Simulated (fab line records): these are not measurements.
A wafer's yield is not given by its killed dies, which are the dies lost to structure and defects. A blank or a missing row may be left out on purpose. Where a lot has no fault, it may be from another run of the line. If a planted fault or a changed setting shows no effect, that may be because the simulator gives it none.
fab line records	flow nandHarc
record: lots: 6	wafers: 18	lastDay: 34
route steps=1302 shown A_CHANNEL_HOLE_D1@483 A_CHANNEL_FILL_D1@490 END@1302
lots untouched by any fault: they come from a run of this same line in which no faults occurred
startH: hours from the record's first day to the start of the lot's first wafer shown	waitH: how many hours have passed since the lot's step before this one	" identical to the entry in the row above	L1.1+2: a row that stands for several wafers	- no value, or no start was given	* or withheld: withheld	< > ~ a bound
route shown NAME@n: names a module that has steps shown in the file, with the first one's number in the route	usual: mean and standard deviation over wafers with no fault	same: alike in all rows	chamber/n: place in a boat	sites: readings site by site	_std_site: how widely they spread, as a standard deviation	_edge_site: inner sites' mean taken away from outer sites' mean	radiusMm: for every site, how far away it sits from the centre of the wafer	mask NAME#n: copy n	behind: the tool/chamber that last shaped the wafer	hold: why the lot went on hold/how many hours it stayed there/how the hold came to an end	device: which transistor (n, p or np) failed to switch	end of line: at the end of the route, the tests of the same wafers	for a step that has no rows: nothing shown but its recipe	killed: not the wafer's yield, but the dies lost to structure and defects at the first sort	map: a wafer's dies, marking killed ones x, the rest . and places with no die _
set.NAME: the setting that was run; set.NAME@STEP: the one run at that earlier step	model.NAME: the simulator's own value behind a step, which no gauge read
certain route steps with their lots: each step a table, each wafer a row
services: when a tool's chamber went out of use (startH, in hours from the record's first day, below 0 if earlier), for how many hours, and the reason
== steps ==
step: NHARC_A_CHANNEL_HOLE_D1_ETCH_44
recipe: targetDepthA: 1400	overetchA: 140	timeS: 77	ionEnergyEv: 100	cf4FlowSccm: 80	o2FlowSccm: 20	arFlowSccm: 0	rfW: 300	biasW: 100	chemistry: CF4/O2
usual: drypumpMotorCurrentA: 5.7/0.44	oesProductAu: 1.000/0.0091	rfVppV: 197.4/1.2	showerheadPlenumPTorr: 1.31/0.048	throttleValvePct: 13.398/0.01
lot.wafer	tool	chamber	startH	waitH	drypumpMotorCurrentA	oesProductAu	rfHoursCounterH	rfVppV	showerheadPlenumPTorr	throttleValvePct
L808.3	rieDiel-10	2	180.63	0.0	5.2	0.995	29	198.0	1.36	13.393
L808.1	"	0	"	"	5.8	1.020	28	198.8	1.33	13.388
L808.2	"	1	"	"	5.6	0.996	31	195.3	1.25	13.408
L814.4	rieDiel-10	2	244.86	0.1	5.2	1.016	50	198.4	1.35	13.374
L814.1	"	1	"	"	5.6	0.988	50	196.0	1.25	13.379
L814.5	"	3	"	"	6.0	1.002	-	198.9	1.35	13.381
L818.3	rieDiel-13	1	290.76	0.1	6.5	1.012	9	197.6	1.27	13.405
L818.4	"	2	"	"	5.2	0.986	10	196.7	1.34	13.398
L818.1	"	3	"	"	5.4	0.990	9	197.0	1.38	13.405
L829.2	rieDiel-13	1	393.00	0.1	6.5	1.005	2	197.0	1.26	13.403
L829.5	"	1	"	"	6.5	1.000	-	195.9	1.26	13.394
L829.4	"	0	"	"	5.8	0.996	-	196.9	1.25	13.407
L830.4	rieDiel-10	0	406.41	0.1	5.8	0.991	46	198.3	1.32	13.418
L830.5	"	3	"	"	6.0	1.011	-	197.5	1.34	13.397
L830.6	"	0	"	"	5.8	0.996	-	195.5	1.32	13.402
L831.4	rieDiel-13	2	415.74	0.1	5.3	0.989	4	197.4	1.34	13.398
L831.6	"	2	"	"	5.3	0.999	-	197.6	1.34	13.404
L831.5	"	3	"	"	5.4	1.006	-	198.8	1.37	13.381
step: NHARC_A_CHANNEL_HOLE_D1_STRIP_27
recipe: o2FlowSccm: 500	arFlowSccm: 0	biasW: 0	chemistry: O2
usual: drypumpMotorCurrentA: 5.7/0.44	oesProductAu: 1.000/0.0092	rfVppV: 57.6/0.93	showerheadPlenumPTorr: 3.47/0.12	throttleValvePct: 17.036/0.0091
lot.wafer	tool	chamber	startH	waitH	drypumpMotorCurrentA	oesProductAu	rfHoursCounterH	rfVppV	showerheadPlenumPTorr	throttleValvePct
L808.1	rieDiel-10	3	-	-	6.0	1.005	27	57.7	3.58	17.020
L808.2	"	0	"	"	5.9	1.018	28	57.3	3.52	17.025
L808.3	"	1	"	"	5.6	0.994	31	56.5	3.31	17.053
L814.4	rieDiel-10	2	-	-	5.2	1.004	50	58.4	3.57	17.032
L814.1	"	0	"	"	5.8	0.995	46	58.3	3.51	17.034
L814.5	"	1	"	"	5.6	0.986	-	57.0	3.30	17.049
L818.3	rieDiel-13	1	-	-	6.5	1.015	9	57.4	3.35	17.032
L818.4	"	2	"	"	5.3	1.001	10	57.5	3.55	17.035
L818.1	"	3	"	"	5.4	0.992	9	58.9	3.63	17.024
L829.2	rieDiel-13	2	-	-	5.3	1.002	3	58.9	3.55	17.031
L829.5	"	2	"	"	5.3	1.005	-	57.0	3.55	17.037
L829.4	"	1	"	"	6.5	1.008	-	56.9	3.35	17.038
L830.4	rieDiel-10	0	-	-	5.8	0.996	46	57.7	3.48	17.029
L830.6	"	1	"	"	5.7	0.993	-	57.3	3.28	17.050
L830.5	"	2	"	"	5.1	1.000	-	58.3	3.54	17.034
L831.4	rieDiel-13	1	-	-	6.5	1.009	4	58.2	3.35	17.039
L831.6	"	3	"	"	5.4	0.994	-	57.6	3.63	17.031
L831.5	"	0	"	"	5.8	0.999	-	56.5	3.32	17.030
step: NHARC_A_CHANNEL_HOLE_D1_PRECLEAN_28
recipe: timeS: *	tempC: 50	bathAgeMin: 0	chemistry: SC1
step: NHARC_A_CHANNEL_HOLE_D1_SRD_29
step: NHARC_A_CHANNEL_HOLE_D1_CD_MEAS_30
usual: cdNm: 89.6/1.2
lot.wafer	tool	chamber	startH	waitH	cdNm
L808.1	cdSem-02	-	181.43	-	89.1
L808.2	"	-	"	"	89.5
L808.3	"	-	"	"	87.3
L814.1	cdSem-03	-	245.65	-	89.9
L814.4	"	-	"	"	89.5
L814.5	"	-	"	"	89.7
L818.1	cdSem-01	-	291.54	-	89.9
L818.3	"	-	"	"	90.5
L818.4	"	-	"	"	90.3
L829.2	cdSem-02	-	393.92	-	87.4
L829.4	"	-	"	"	89.8
L829.5	"	-	"	"	88.6
L830.4	cdSem-02	-	407.21	-	88.9
L830.5	"	-	"	"	88.8
L830.6	"	-	"	"	90.3
L831.4	cdSem-01	-	416.54	-	92.0
L831.5	"	-	"	"	90.3
L831.6	"	-	"	"	91.2
step: NHARC_A_CHANNEL_HOLE_D1_XSEM_31
recipe: landingEnergyEv: 35000
step: NHARC_A_CHANNEL_HOLE_D1_INSPECT_40
usual: rawDefectCount: 71/25
lot.wafer	tool	chamber	startH	waitH	rawDefectCount
L808.1	defectInspect-02	-	181.61	-	105
L808.2	"	-	"	"	107
L808.3	"	-	"	"	99
L814.1	defectInspect-02	-	245.84	-	58
L814.4	"	-	"	"	53
L814.5	"	-	"	"	52
L818.1	defectInspect-02	-	291.73	-	56
L818.3	"	-	"	"	33
L818.4	"	-	"	"	67
L829.2	defectInspect-01	-	394.11	-	86
L829.4	"	-	"	"	69
L829.5	"	-	"	"	62
L830.4	defectInspect-01	-	407.38	-	43
L830.5	"	-	"	"	48
L830.6	"	-	"	"	59
L831.4	defectInspect-02	-	416.73	-	68
L831.5	"	-	"	"	70
L831.6	"	-	"	"	78
step: NHARC_A_CHANNEL_FILL_D1_PRECLEAN_00
recipe: timeS: *	tempC: 50	bathAgeMin: 0	chemistry: SC1
step: NHARC_A_CHANNEL_FILL_D1_SRD_01
step: NHARC_A_CHANNEL_FILL_D1_ALD_02
recipe: targetThkA: 60	pulseTimeS: 10	aldCycles: 60	tempC: 300	material: SiO2
usual: aldCycles: 60/0	heaterPowerW: 487/78	precursorPulseHeightRel: 0.999/0.02
lot.wafer	tool	chamber	startH	waitH	aldCycles	heaterPowerW	precursorPulseHeightRel
L808.3	aldHk-02	1	183.70	-	60	403	0.997
L808.1	"	3	"	"	60	429	0.994
L808.2	"	0	"	"	60	394	0.988
L814.4	aldHk-03	3	246.03	-	60	493	0.995
L814.1	"	0	"	"	60	507	0.993
L814.5	"	0	"	"	60	511	0.988
L818.4	aldHk-04	1	291.93	-	60	449	1.018
L818.3	"	3	"	"	60	443	0.994
L818.1	"	0	"	"	60	497	0.968
L829.2	aldHk-04	1	395.30	-	60	465	1.030
L829.4	"	2	"	"	60	484	1.050
L829.5	"	2	"	"	60	487	1.001
L830.4	aldHk-04	2	407.66	-	60	487	0.999
L830.5	"	1	"	"	60	458	1.022
L830.6	"	2	"	"	60	476	0.995
L831.4	aldHk-03	1	416.99	-	60	394	1.009
L831.6	"	0	"	"	60	482	0.997
L831.5	"	1	"	"	60	386	0.999
step: NHARC_A_CHANNEL_FILL_D1_ALD_03
recipe: targetThkA: 60	pulseTimeS: 60	aldCycles: 58	tempC: 630	pressureTorr: 2	material: SiNx
usual: aldCycles: 58/0	chamberPressureTorr: 2.000/0.0046	precursorPulseHeightRel: 0.999/0.021
lot.wafer	tool	chamber	startH	waitH	aldCycles	chamberPressureTorr	precursorPulseHeightRel
L808.1	aldSinBatch-01	0	-	-	58	1.997	0.987
L808.2	"	0	"	"	58	2.001	0.964
L808.3	"	0	"	"	58	2.004	1.026
L814.1	aldSinBatch-01	0	-	-	58	1.995	1.004
L814.4	"	0	"	"	58	2.001	1.017
L814.5	"	0	"	"	58	2.002	0.995
L818.1	aldSinBatch-02	0	-	-	58	1.999	0.990
L818.3	"	0	"	"	58	2.007	1.000
L818.4	"	0	"	"	58	1.997	0.984
L829.2	aldSinBatch-03	0	-	-	58	1.998	0.997
L829.4	"	0	"	"	58	1.997	1.027
L829.5	"	0	"	"	58	1.999	1.018
L830.4	aldSinBatch-03	0	-	-	58	1.995	1.010
L830.5	"	0	"	"	58	1.988	0.967
L830.6	"	0	"	"	58	1.993	1.026
L831.4	aldSinBatch-03	0	-	-	58	1.999	0.962
L831.5	"	0	"	"	58	1.994	0.968
L831.6	"	0	"	"	58	1.988	0.988
step: NHARC_A_CHANNEL_FILL_D1_ALD_14
recipe: targetThkA: 25	pulseTimeS: 10	aldCycles: 25	tempC: 300	material: SiO2
usual: aldCycles: 25/0	heaterPowerW: 470/62	precursorPulseHeightRel: 1.001/0.021
lot.wafer	tool	chamber	startH	waitH	aldCycles	heaterPowerW	precursorPulseHeightRel
L808.2	aldHk-02	0	190.71	0.0	25	395	0.975
L808.3	"	1	"	"	25	398	1.010
L808.1	"	3	"	"	25	427	0.977
L814.4	aldHk-03	0	253.05	0.1	25	503	0.964
L814.1	"	2	"	"	25	661	0.984
L814.5	"	3	"	"	25	489	1.001
L818.3	aldHk-02	3	299.03	0.1	25	437	1.015
L818.1	"	0	"	"	25	392	1.000
L818.4	"	2	"	"	25	553	1.031
L829.2	aldHk-04	1	402.27	0.0	25	463	1.031
L829.4	"	2	"	"	25	477	1.036
L829.5	"	1	"	"	25	459	0.982
L830.4	aldHk-02	1	414.75	0.2	25	432	1.009
L830.6	"	3	"	"	25	425	0.995
L830.5	"	0	"	"	25	399	1.048
L831.4	aldHk-02	3	424.01	0.1	25	420	0.998
L831.5	"	2	"	"	25	560	0.990
L831.6	"	3	"	"	25	420	1.000
step: NHARC_A_CHANNEL_FILL_D1_ALD_15
recipe: targetThkA: 20	pulseTimeS: 60	aldCycles: 19	tempC: 630	pressureTorr: 2	material: SiNx
usual: aldCycles: 19/0	chamberPressureTorr: 2.000/0.0043	precursorPulseHeightRel: 0.998/0.02
lot.wafer	tool	chamber	startH	waitH	aldCycles	chamberPressureTorr	precursorPulseHeightRel
L808.1	aldSinBatch-01	0	193.82	-	19	2.004	1.016
L808.2	"	0	"	"	19	1.999	0.992
L808.3	"	0	"	"	19	1.998	1.002
L814.1	aldSinBatch-02	0	256.14	-	19	2.001	0.970
L814.4	"	0	"	"	19	2.002	0.976
L814.5	"	0	"	"	19	2.001	1.023
L818.1	aldSinBatch-01	0	302.15	-	19	1.996	1.018
L818.3	"	0	"	"	19	2.000	1.005
L818.4	"	0	"	"	19	2.003	0.996
L829.2	aldSinBatch-01	0	405.38	-	15	1.999	1.002
L829.4	"	0	"	"	15	1.997	1.004
L829.5	"	0	"	"	15	1.993	1.007
L830.4	aldSinBatch-02	0	417.94	3.1	19	1.998	1.000
L830.5	"	0	"	"	19	1.999	1.010
L830.6	"	0	"	"	19	1.999	0.984
L831.4	aldSinBatch-01	0	427.27	3.2	15	1.998	0.998
L831.5	"	0	"	"	15	2.004	0.991
L831.6	"	0	"	"	15	2.004	0.969
step: NHARC_A_CHANNEL_FILL_D1_ALD_16
recipe: targetThkA: 15	pulseTimeS: 10	aldCycles: 15	tempC: 300	material: SiO2
step: NHARC_END_SORT_01
recipe: tempC: 25
usual: killedAtArray: 52/18	killedAtOther: 0.6/0.83	killedAtPeriphery: 4.3/2.8	killedDies: 57/19	killedOpen: 3.4/2	killedShort: 2.5/1.7
same: grossDies: 677
lot.wafer	tool	chamber	startH	waitH	killedAtArray	killedAtOther	killedAtPeriphery	killedDies	killedOpen	killedShort
L808.1	prober-02	0	556.01	2.5	64	0	4	68	2	2
L808.2	prober-02	0	556.80	2.8	71	0	4	75	6	1
L808.3	prober-02	0	557.59	3.1	98	0	8	106	4	3
L814.1	prober-02	0	611.67	2.5	46	1	4	51	3	3
L814.4	prober-02	0	614.08	3.4	44	0	4	48	3	4
L814.5	prober-02	0	614.89	3.7	44	0	4	48	2	4
L831.4	prober-01	0	816.56	3.4	52	1	3	56	3	6
L831.5	prober-01	0	817.36	3.7	39	1	6	46	4	3
L831.6	prober-01	0	818.17	4.0	49	0	1	50	3	2
killed by level:class
L808.1 A_CHANNEL_HOLE_D2:chamberFilmFlake=26 A_CHANNEL_HOLE_D1:chamberFilmFlake=22 A_SLIT:chamberFilmFlake=7 P_GATE:chamberFilmFlake=2 A_CHANNEL_FILL_D2:chamberFilmFlake=2 A_CONTACT:chamberFilmFlake=2 P_M0:geometricParticle:open=1 A_CHANNEL_HOLE_D1:geometricParticle:short=1
L808.2 A_CHANNEL_HOLE_D2:chamberFilmFlake=26 A_CHANNEL_HOLE_D1:chamberFilmFlake=18 A_SLIT:chamberFilmFlake=10 A_WL_FILL:chamberFilmFlake=5 A_STAIRCASE:chamberFilmFlake=3 P_GATE:chamberFilmFlake=2 A_CHANNEL_FILL_D2:chamberFilmFlake=2 A_CONTACT:chamberFilmFlake=2
L808.3 A_CHANNEL_HOLE_D2:chamberFilmFlake=34 A_CHANNEL_HOLE_D1:chamberFilmFlake=31 A_SLIT:chamberFilmFlake=13 P_GATE:chamberFilmFlake=7 A_STAIRCASE:chamberFilmFlake=6 A_WL_FILL:chamberFilmFlake=4 A_BLC:geometricParticle:open=2 A_CONTACT:chamberFilmFlake=2
L814.1 A_CHANNEL_HOLE_D2:chamberFilmFlake=34 A_CONTACT:chamberFilmFlake=3 P_M1:chamberFilmFlake=2 P_BONDPAD:chamberFilmFlake=2 A_ONON_D1:geometricParticle:short=1 A_ONON_D1:geometricParticle:open=1 A_CHANNEL_FILL_D1:geometricParticle:short=1 A_WL_FILL:geometricParticle:short=1
L814.4 A_CHANNEL_HOLE_D2:chamberFilmFlake=31 A_CHANNEL_FILL_D2:geometricParticle:short=3 A_CONTACT:chamberFilmFlake=3 A_WL_FILL:geometricParticle:open=2 P_GATE:chamberFilmFlake=2 A_CHANNEL_HOLE_D1:chamberFilmFlake=2 A_ONON_D2:geometricParticle:short=1 A_ONON_D2:geometricParticle:open=1
L814.5 A_CHANNEL_HOLE_D2:chamberFilmFlake=32 A_CONTACT:geometricParticle:short=2 P_ZERO_WELL:chamberFilmFlake=2 A_CHANNEL_HOLE_D1:chamberFilmFlake=2 A_DECK1_JOINT:chamberFilmFlake=2 A_CHANNEL_FILL_D1:geometricParticle:short=1 A_ONON_D2:geometricParticle:open=1 A_WL_FILL:geometricParticle:short=1
L831.4 A_CHANNEL_HOLE_D2:chamberFilmFlake=17 A_SLIT:chamberFilmFlake=9 A_CHANNEL_HOLE_D1:chamberFilmFlake=8 A_CONTACT:chamberFilmFlake=8 A_WL_FILL:geometricParticle:short=2 A_DECK1_JOINT:chamberFilmFlake=2 P_CONTACT:geometricParticle:short=1 P_M0:geometricParticle:open=1
L831.5 A_CHANNEL_HOLE_D2:chamberFilmFlake=13 A_SLIT:chamberFilmFlake=10 A_CHANNEL_HOLE_D1:chamberFilmFlake=6 A_CONTACT:chamberFilmFlake=3 A_STAIRCASE:chamberFilmFlake=2 P_CONTACT:geometricParticle:open=1 P_M0:geometricParticle:open=1 P_M2:geometricParticle:open=1
L831.6 A_CHANNEL_HOLE_D2:chamberFilmFlake=11 A_CHANNEL_HOLE_D1:chamberFilmFlake=9 A_SLIT:chamberFilmFlake=9 A_CONTACT:chamberFilmFlake=8 A_STAIRCASE:chamberFilmFlake=3 A_DECK1_JOINT:chamberFilmFlake=2 A_ONON_D1:geometricParticle:open=1 A_WL_FILL:geometricParticle:short=1
== services ==
tool	chamber	startH	hours	kind
rieDiel-13	-	165.21	9.0	pm
rieDiel-13	0	165.21	9.0	ventCycle
rieDiel-13	1	165.21	9.0	ventCycle
rieDiel-13	2	165.21	9.0	ventCycle
rieDiel-13	3	165.21	9.0	ventCycle
aldHk-02	-	170.00	10.0	pm
aldHk-03	-	181.34	15.8	repair
aldSinBatch-01	-	197.64	5.5	repair
rieDiel-13	0	202.66	15.2	repair
aldHk-03	-	214.76	10.0	pm
rieDiel-10	-	247.43	9.0	pm
rieDiel-13	3	252.32	1.5	repair
aldHk-04	-	261.63	10.0	pm
aldSinBatch-02	-	266.00	26.0	pm
rieDiel-13	0	285.25	3.4	repair
rieDiel-10	0	288.44	21.7	repair
rieDiel-13	2	316.63	7.3	repair
rieDiel-13	-	342.21	9.0	pm
aldHk-02	-	348.38	10.0	pm
rieDiel-13	0	375.05	7.5	repair
rieDiel-13	2	381.59	2.0	repair
rieDiel-13	3	390.08	12.7	repair
rieDiel-10	1	393.31	7.2	repair
rieDiel-10	-	424.43	9.0	pm
== key ==
firstSign: step: NHARC_A_CHANNEL_FILL_D1_ALD_15	reading: aldCycles	direction: down	sigmas: 99+	usual: 19	struck: 15
effect none on later readings
metAt NHARC_A_CHANNEL_FILL_D1_ALD_15
struckWafers L829.2,L829.4,L829.5,L831.4,L831.5,L831.6
testerLeftOut L829,L831
onsetBetween 302.15 405.38
fault: kind: processParameterDrift	tool: aldSinBatch-01	chamber: -	onsetH: 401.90	steps: NHARC_A_CHANNEL_FILL_D1_ALD_15	channel: aldCycles	offset: -4	shape: step	endH: 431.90	actsIn: theseRecipesOnly	stated: 19
testerLeftOut: of these lots the tester's yield and bins aren't shown, on N5 and GAA mostly nor the transistor test; their killed dies are dies lost to structure and defects alone, not to doping, threshold or leakage, so they don't give the yield
